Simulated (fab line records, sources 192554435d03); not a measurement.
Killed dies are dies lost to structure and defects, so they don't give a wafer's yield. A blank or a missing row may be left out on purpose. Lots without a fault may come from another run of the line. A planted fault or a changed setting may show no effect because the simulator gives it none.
fab line records | flow n5_finfet | part 2 of 2: steps 16 to 16 of 16
record lots=6 wafers=18 last_day=18
route steps=1938 shown FIN_CUT@165 BEOL_M4@1111 PASSIVATION@1936
lots that met no fault: from a run of the same line without faults
start_h: hours from the record's first day to the start of the lot's first wafer shown | wait_h: hours since the lot's step before | " the same as in the row above | L1.1+2: a row that stands for several wafers | - no value, or no start given | * or withheld: withheld | < > ~ a bound
route shown NAME@n: a module of which the file shows steps, and the number in the route of the first | usual: mean/standard deviation of fault-free wafers | same: alike in all rows | chamber/n: place in a boat | sites: the reading at each site | _std_site: their standard deviation | _edge_site: outer sites' mean less inner sites' | radius_mm: how far each site lies from the wafer's centre | mask NAME#n: copy n | behind: the tool/chamber that last shaped the wafer | hold: why the lot was held/for how many hours/how that ended | device: the transistor (n, p or np) that didn't switch | end of line: the same wafers' tests at the end of the route | a step without rows: its recipe alone | killed: dies lost to structure and defects at the first sort, not the wafer's yield | map: a wafer's dies, x killed, . not, _ none there
set.NAME: the setting as run; set.NAME@STEP: as run at that earlier step | model.NAME: the simulator's own value behind a step, which no gauge read
lots at some steps of the route; a table a step, a row a wafer
services: from which hour (start_h, from the record's first day; less than 0 if before it) a tool's chamber was out of use, for how many hours, and why
## steps
# step N5_PASSIVATION_PROBE_49
# usual defect_limited_yield=91.5/1.3 killed_at_M0_to_M3=36/10 killed_at_M4_up=13/4.7 killed_at_contacts=13/6.7 killed_at_front_end=37/9.7 killed_at_other=2.6/2.3 killed_dies=101/15 killed_on_rim=14/4.3 killed_open=67/12 killed_short=32/6.7 sort_bin_5_function=5.0/0.89 sort_bin_6_memory=3.2/0.63 sort_n_pass=1079/16 sort_yield_pct=91.4/1.4
# same gross_dies=1180 killed_at_back_side=0 sort_bin_4_leakage[%]=0 sort_bin_8_speed[%]=0
# columns lot.wafer tool chamber start_h wait_h defect_limited_yield[%] killed_at_M0_to_M3 killed_at_M4_up killed_at_contacts killed_at_front_end killed_at_other killed_dies killed_on_rim killed_open killed_short sort_bin_5_function[%] sort_bin_6_memory[%] sort_n_pass sort_yield_pct[%]
L962.3 prober-01 - 313.08 0.1 0 38 8 12 1122 0 1180 152 72 27 96.7 3.2 0 0
L962.5 prober-01 - 313.18 0.2 0 39 9 9 1123 0 1180 152 54 25 97.6 2.3 0 0
L962.6 prober-01 - 313.23 0.3 0 36 10 28 1105 1 1180 152 79 23 96.8 3.1 0 0
L963.2 prober-02 - 313.54 0.1 0 19 6 5 1148 2 1180 152 37 28 97.7 1.9 0 0
L963.5 prober-02 - 313.69 0.2 0 43 9 15 1111 2 1180 152 73 31 96.9 3.0 0 0
L963.6 prober-02 - 313.74 0.3 0 29 9 9 1127 6 1180 152 64 33 96.9 2.9 0 0
L965.1 prober-01 - 320.34 0.0 92.5 24 14 14 31 5 88 10 61 27 4.1 3.1 1092 92.5
L965.4 prober-01 - 320.49 0.2 92.7 29 8 14 33 2 86 10 50 36 4.2 2.8 1094 92.7
L965.5 prober-01 - 320.54 0.2 93.0 25 20 17 21 0 83 11 61 22 4.5 2.5 1097 93.0
L972.3 prober-01 - 386.76 0.1 88.1 52 16 23 48 2 141 29 98 41 6.8 4.7 1039 88.1
L972.4 prober-01 - 386.81 0.2 89.6 43 8 17 55 0 123 22 81 42 6.5 3.4 1057 89.6
L972.6 prober-01 - 386.91 0.3 92.3 37 11 11 31 1 91 10 61 24 3.8 3.3 1089 92.3
L978.1 prober-02 - 404.37 0.0 93.5 21 11 7 36 2 77 9 51 24 3.8 2.5 1103 93.5
L978.2 prober-02 - 404.42 0.1 89.9 40 7 13 57 2 119 23 75 40 5.8 3.9 1061 89.9
L978.5 prober-02 - 404.57 0.2 91.5 20 15 5 57 3 100 14 69 30 5.3 2.9 1080 91.5
L981.1 prober-02 - 437.77 0.9 90.3 53 17 11 32 1 114 11 80 34 5.7 3.6 1066 90.3
L981.2 prober-02 - 437.82 1.0 90.2 61 7 11 35 2 116 17 86 28 5.3 4.5 1064 90.2
L981.5 prober-02 - 437.97 1.1 89.4 50 19 21 34 1 125 11 84 40 6.6 3.4 1055 89.4
# killed by level:class
L962.3 FIN_CUT:area_etch=1079 STI_FIN_REVEAL:geometric_particle:open=13 MOL_CONTACT_COAG:geometric_particle:open=11 BEOL_M3:geometric_particle:open=9 GATE_CUT:geometric_particle:open=7 BEOL_M0_SAQP:geometric_particle:short=7 GATE_CUT:geometric_particle:short=6 BEOL_M2:geometric_particle:open=6
L962.5 FIN_CUT:area_etch=1099 BEOL_M2:geometric_particle:open=8 STI_FIN_REVEAL:geometric_particle:open=8 BEOL_M0_SAQP:geometric_particle:short=8 MOL_CONTACT_COAG:geometric_particle:open=7 BEOL_M3:geometric_particle:open=7 BEOL_M0_SAQP:geometric_particle:open=6 FIN_SAQP:geometric_particle:open=4
L962.6 FIN_CUT:area_etch=1078 MOL_CONTACT_COAG:geometric_particle:open=24 BEOL_M2:geometric_particle:open=10 BEOL_M3:geometric_particle:open=10 BEOL_M1:geometric_particle:open=8 STI_FIN_REVEAL:geometric_particle:open=7 STI_FIN_REVEAL:geometric_particle:short=4 GATE_CUT:geometric_particle:short=4
L963.2 FIN_CUT:area_etch=1114 DUMMY_GATE:geometric_particle:open=7 MOL_CONTACT_COAG:geometric_particle:open=5 BEOL_M0_SAQP:geometric_particle:short=5 DUMMY_GATE:geometric_particle:short=4 ILD0:geometric_particle:short=4 BEOL_M3:geometric_particle:open=4 STARTING-WAFER:geometric_particle:open=4
L963.5 FIN_CUT:area_etch=1076 MOL_CONTACT_COAG:geometric_particle:open=14 BEOL_M0_SAQP:geometric_particle:short=14 BEOL_M0_SAQP:geometric_particle:open=11 STI_FIN_REVEAL:geometric_particle:open=7 BEOL_M3:geometric_particle:open=7 BEOL_M1:geometric_particle:open=6 DUMMY_GATE:geometric_particle:open=5
L963.6 FIN_CUT:area_etch=1082 DUMMY_GATE:geometric_particle:open=16 BEOL_M0_SAQP:geometric_particle:open=10 MOL_CONTACT_COAG:geometric_particle:open=9 BEOL_M0_SAQP:geometric_particle:short=7 BEOL_M3:geometric_particle:open=6 FIN_SAQP:geometric_particle:short=5 GATE_CUT:geometric_particle:short=5
L965.1 MOL_CONTACT_COAG:geometric_particle:open=12 BEOL_M3:geometric_particle:open=11 GATE_CUT:geometric_particle:short=7 FIN_SAQP:geometric_particle:short=6 FIN_SAQP:geometric_particle:open=5 BEOL_M4:geometric_particle:open=5 BEOL_M0_SAQP:geometric_particle:short=4 STI_FIN_REVEAL:geometric_particle:open=3
L965.4 BEOL_M0_SAQP:geometric_particle:short=9 MOL_CONTACT_COAG:geometric_particle:open=9 FIN_SAQP:geometric_particle:open=8 BEOL_M0_SAQP:geometric_particle:open=7 FIN_SAQP:geometric_particle:short=6 MOL_CONTACT_COAG:geometric_particle:short=5 BEOL_M1:geometric_particle:open=5 BEOL_M3:geometric_particle:open=5
L965.5 MOL_CONTACT_COAG:geometric_particle:open=13 BEOL_M4:geometric_particle:open=9 BEOL_M0:geometric_particle:open=7 STARTING-WAFER:geometric_particle:open=6 FIN_SAQP:geometric_particle:short=4 MOL_CONTACT_COAG:geometric_particle:short=4 BEOL_M0_SAQP:geometric_particle:open=4 BEOL_M1:geometric_particle:open=4
L972.3 MOL_CONTACT_COAG:geometric_particle:open=21 STI_FIN_REVEAL:geometric_particle:open=14 BEOL_M0_SAQP:geometric_particle:open=12 BEOL_M0_SAQP:geometric_particle:short=8 BEOL_M1:geometric_particle:open=8 BEOL_M2:geometric_particle:open=8 FIN_SAQP:geometric_particle:open=7 FIN_SAQP:geometric_particle:short=7
L972.4 STI_FIN_REVEAL:geometric_particle:open=13 BEOL_M0_SAQP:geometric_particle:short=13 FIN_SAQP:geometric_particle:short=12 FIN_SAQP:geometric_particle:open=12 BEOL_M0_SAQP:geometric_particle:open=12 MOL_CONTACT_COAG:geometric_particle:open=11 MOL_CONTACT_COAG:geometric_particle:short=6 BEOL_M1:geometric_particle:open=6
L972.6 MOL_CONTACT_COAG:geometric_particle:open=9 BEOL_M0_SAQP:geometric_particle:open=9 BEOL_M0_SAQP:geometric_particle:short=8 STI_FIN_REVEAL:geometric_particle:open=7 BEOL_M3:geometric_particle:open=7 HKMG_FIN:area_etch=5 BEOL_M0:geometric_particle:open=4 BEOL_M2:geometric_particle:open=4
L978.1 BEOL_M2:geometric_particle:open=11 STI_FIN_REVEAL:geometric_particle:open=7 FIN_SAQP:geometric_particle:open=6 DUMMY_GATE:geometric_particle:open=5 GATE_CUT:geometric_particle:open=5 GATE_CUT:geometric_particle:short=5 MOL_CONTACT_COAG:geometric_particle:open=5 STARTING-WAFER:geometric_particle:short=4
L978.2 FIN_SAQP:geometric_particle:open=14 FIN_SAQP:geometric_particle:short=11 STI_FIN_REVEAL:geometric_particle:open=11 BEOL_M0_SAQP:geometric_particle:short=10 BEOL_M0_SAQP:geometric_particle:open=8 BEOL_M2:geometric_particle:open=8 MOL_CONTACT_COAG:geometric_particle:open=7 STARTING-WAFER:geometric_particle:open=7
L978.5 FIN_SAQP:geometric_particle:open=13 STI_FIN_REVEAL:geometric_particle:open=11 FIN_SAQP:geometric_particle:short=9 BEOL_M2:geometric_particle:open=9 DUMMY_GATE:geometric_particle:open=7 BEOL_M4:geometric_particle:open=6 GATE_CUT:geometric_particle:open=5 BEOL_M2:geometric_particle:short=4
L981.1 BEOL_M3:geometric_particle:open=11 MOL_CONTACT_COAG:geometric_particle:open=9 BEOL_M1:geometric_particle:open=8 BEOL_M2:geometric_particle:open=8 BEOL_M0_SAQP:geometric_particle:open=7 BEOL_M1:geometric_particle:short=6 STARTING-WAFER:geometric_particle:open=6 FIN_SAQP:geometric_particle:open=5
L981.2 BEOL_M0_SAQP:geometric_particle:open=17 BEOL_M2:geometric_particle:open=16 STI_FIN_REVEAL:geometric_particle:open=12 MOL_CONTACT_COAG:geometric_particle:open=10 BEOL_M3:geometric_particle:open=10 BEOL_M0_SAQP:geometric_particle:short=9 FIN_SAQP:geometric_particle:open=4 FIN_SAQP:geometric_particle:short=4
L981.5 MOL_CONTACT_COAG:geometric_particle:open=17 FIN_SAQP:geometric_particle:open=12 BEOL_M0_SAQP:geometric_particle:open=11 BEOL_M0_SAQP:geometric_particle:short=11 BEOL_M1:geometric_particle:open=7 BEOL_M2:geometric_particle:open=6 BEOL_M3:geometric_particle:open=6 FIN_SAQP:geometric_particle:short=5
# map L962.3 (x killed, . not)
_________________xxxxxxxxxxxx________________
______________xxxxxxxxxxxxxxxxxx_____________
___________xxxxxxxxxxxxxxxxxxxxxxxx__________
__________xxxxxxxxxxxxxxxxxxxxxxxxxx_________
________xxxxxxxxxxxxxxxxxxxxxxxxxxxxxx_______
_______xxxxxxxxxxxxxxxxxxxxxxxxxxxxxxxx______
______xxxxxxxxxxxxxxxxxxxxxxxxxxxxxxxxxx_____
_____xxxxxxxxxxxxxxxxxxxxxxxxxxxxxxxxxxxx____
____xxxxxxxxxxxxxxxxxxxxxxxxxxxxxxxxxxxxxx___
___xxxxxxxxxxxxxxxxxxxxxxxxxxxxxxxxxxxxxxxx__
___xxxxxxxxxxxxxxxxxxxxxxxxxxxxxxxxxxxxxxxx__
__xxxxxxxxxxxxxxxxxxxxxxxxxxxxxxxxxxxxxxxxxx_
__xxxxxxxxxxxxxxxxxxxxxxxxxxxxxxxxxxxxxxxxxx_
_xxxxxxxxxxxxxxxxxxxxxxxxxxxxxxxxxxxxxxxxxxxx
_xxxxxxxxxxxxxxxxxxxxxxxxxxxxxxxxxxxxxxxxxxxx
_xxxxxxxxxxxxxxxxxxxxxxxxxxxxxxxxxxxxxxxxxxxx
_xxxxxxxxxxxxxxxxxxxxxxxxxxxxxxxxxxxxxxxxxxxx
_xxxxxxxxxxxxxxxxxxxxxxxxxxxxxxxxxxxxxxxxxxxx
_xxxxxxxxxxxxxxxxxxxxxxxxxxxxxxxxxxxxxxxxxxxx
_xxxxxxxxxxxxxxxxxxxxxxxxxxxxxxxxxxxxxxxxxxxx
_xxxxxxxxxxxxxxxxxxxxxxxxxxxxxxxxxxxxxxxxxxxx
__xxxxxxxxxxxxxxxxxxxxxxxxxxxxxxxxxxxxxxxxxx_
__xxxxxxxxxxxxxxxxxxxxxxxxxxxxxxxxxxxxxxxxxx_
___xxxxxxxxxxxxxxxxxxxxxxxxxxxxxxxxxxxxxxxx__
___xxxxxxxxxxxxxxxxxxxxxxxxxxxxxxxxxxxxxxxx__
____xxxxxxxxxxxxxxxxxxxxxxxxxxxxxxxxxxxxxx___
_____xxxxxxxxxxxxxxxxxxxxxxxxxxxxxxxxxxxx____
______xxxxxxxxxxxxxxxxxxxxxxxxxxxxxxxxxx_____
_______xxxxxxxxxxxxxxxxxxxxxxxxxxxxxxxx______
________xxxxxxxxxxxxxxxxxxxxxxxxxxxxxx_______
__________xxxxxxxxxxxxxxxxxxxxxxxxxx_________
___________xxxxxxxxxxxxxxxxxxxxxxxx__________
______________xxxxxxxxxxxxxxxxxx_____________
_________________xxxxxxxxxxxx________________
# map L963.2 (x killed, . not)
_________________xxxxxxxxxxxx________________
______________xxxxxxxxxxxxxxxxxx_____________
___________xxxxxxxxxxxxxxxxxxxxxxxx__________
__________xxxxxxxxxxxxxxxxxxxxxxxxxx_________
________xxxxxxxxxxxxxxxxxxxxxxxxxxxxxx_______
_______xxxxxxxxxxxxxxxxxxxxxxxxxxxxxxxx______
______xxxxxxxxxxxxxxxxxxxxxxxxxxxxxxxxxx_____
_____xxxxxxxxxxxxxxxxxxxxxxxxxxxxxxxxxxxx____
____xxxxxxxxxxxxxxxxxxxxxxxxxxxxxxxxxxxxxx___
___xxxxxxxxxxxxxxxxxxxxxxxxxxxxxxxxxxxxxxxx__
___xxxxxxxxxxxxxxxxxxxxxxxxxxxxxxxxxxxxxxxx__
__xxxxxxxxxxxxxxxxxxxxxxxxxxxxxxxxxxxxxxxxxx_
__xxxxxxxxxxxxxxxxxxxxxxxxxxxxxxxxxxxxxxxxxx_
_xxxxxxxxxxxxxxxxxxxxxxxxxxxxxxxxxxxxxxxxxxxx
_xxxxxxxxxxxxxxxxxxxxxxxxxxxxxxxxxxxxxxxxxxxx
_xxxxxxxxxxxxxxxxxxxxxxxxxxxxxxxxxxxxxxxxxxxx
_xxxxxxxxxxxxxxxxxxxxxxxxxxxxxxxxxxxxxxxxxxxx
_xxxxxxxxxxxxxxxxxxxxxxxxxxxxxxxxxxxxxxxxxxxx
_xxxxxxxxxxxxxxxxxxxxxxxxxxxxxxxxxxxxxxxxxxxx
_xxxxxxxxxxxxxxxxxxxxxxxxxxxxxxxxxxxxxxxxxxxx
_xxxxxxxxxxxxxxxxxxxxxxxxxxxxxxxxxxxxxxxxxxxx
__xxxxxxxxxxxxxxxxxxxxxxxxxxxxxxxxxxxxxxxxxx_
__xxxxxxxxxxxxxxxxxxxxxxxxxxxxxxxxxxxxxxxxxx_
___xxxxxxxxxxxxxxxxxxxxxxxxxxxxxxxxxxxxxxxx__
___xxxxxxxxxxxxxxxxxxxxxxxxxxxxxxxxxxxxxxxx__
____xxxxxxxxxxxxxxxxxxxxxxxxxxxxxxxxxxxxxx___
_____xxxxxxxxxxxxxxxxxxxxxxxxxxxxxxxxxxxx____
______xxxxxxxxxxxxxxxxxxxxxxxxxxxxxxxxxx_____
_______xxxxxxxxxxxxxxxxxxxxxxxxxxxxxxxx______
________xxxxxxxxxxxxxxxxxxxxxxxxxxxxxx_______
__________xxxxxxxxxxxxxxxxxxxxxxxxxx_________
___________xxxxxxxxxxxxxxxxxxxxxxxx__________
______________xxxxxxxxxxxxxxxxxx_____________
_________________xxxxxxxxxxxx________________
## services
# columns tool chamber start_h hours kind
rie_si-06 - 31.40 0.2 repair
rie_si-01 - 41.38 15.6 pm
rie_si-02 3 50.73 5.0 repair
rie_diel-02 - 56.31 0.1 repair
rie_diel-06 2 58.45 - clean
rie_diel-06 2 58.45 - consumable_replace:focus_ring
rie_diel-06 2 58.45 18.1 scheduled_down
rie_diel-06 2 58.45 18.1 vent_cycle
rie_si-06 0 89.52 1.2 repair
rie_diel-04 2 105.53 3.5 repair
rie_diel-02 0 133.14 - clean
rie_diel-02 0 133.14 - consumable_replace:focus_ring
rie_diel-02 0 133.14 16.0 scheduled_down
rie_diel-02 0 133.14 16.0 vent_cycle
rie_si-01 1 133.49 2.0 repair
rie_diel-04 2 140.05 19.5 repair
rie_si-02 - 146.73 2.8 pm
rie_si-01 3 161.33 11.2 repair
## key
first_sign step=N5_FIN_CUT_CUT_ETCH_28 reading=tool_record direction=missing
effect step=N5_PASSIVATION_PROBE_49 reading=killed_at_front_end direction=up sigmas=99+ usual=37 struck=1123
more_kills_born_at N5_FIN_CUT_CUT_ETCH_28@rie_si-06=3268 N5_FIN_CUT_CUT_ETCH_28@rie_si-02=3256
met_at N5_FIN_CUT_CUT_ETCH_28
struck_wafers L962.3,L962.5,L962.6,L963.2,L963.5,L963.6
later_rows_left_out L962.3,L962.5,L962.6,L963.2,L963.5,L963.6
fault kind=skipped_step_whole tool=rie_si-02,rie_si-06 chamber=- onset_h=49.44 steps=N5_FIN_CUT_CUT_ETCH_28 scope=struck_lots_only
# later_rows_left_out: the simulator's readings of these wafers behind a module that went badly wrong aren't trusted and aren't shown, but for the sort
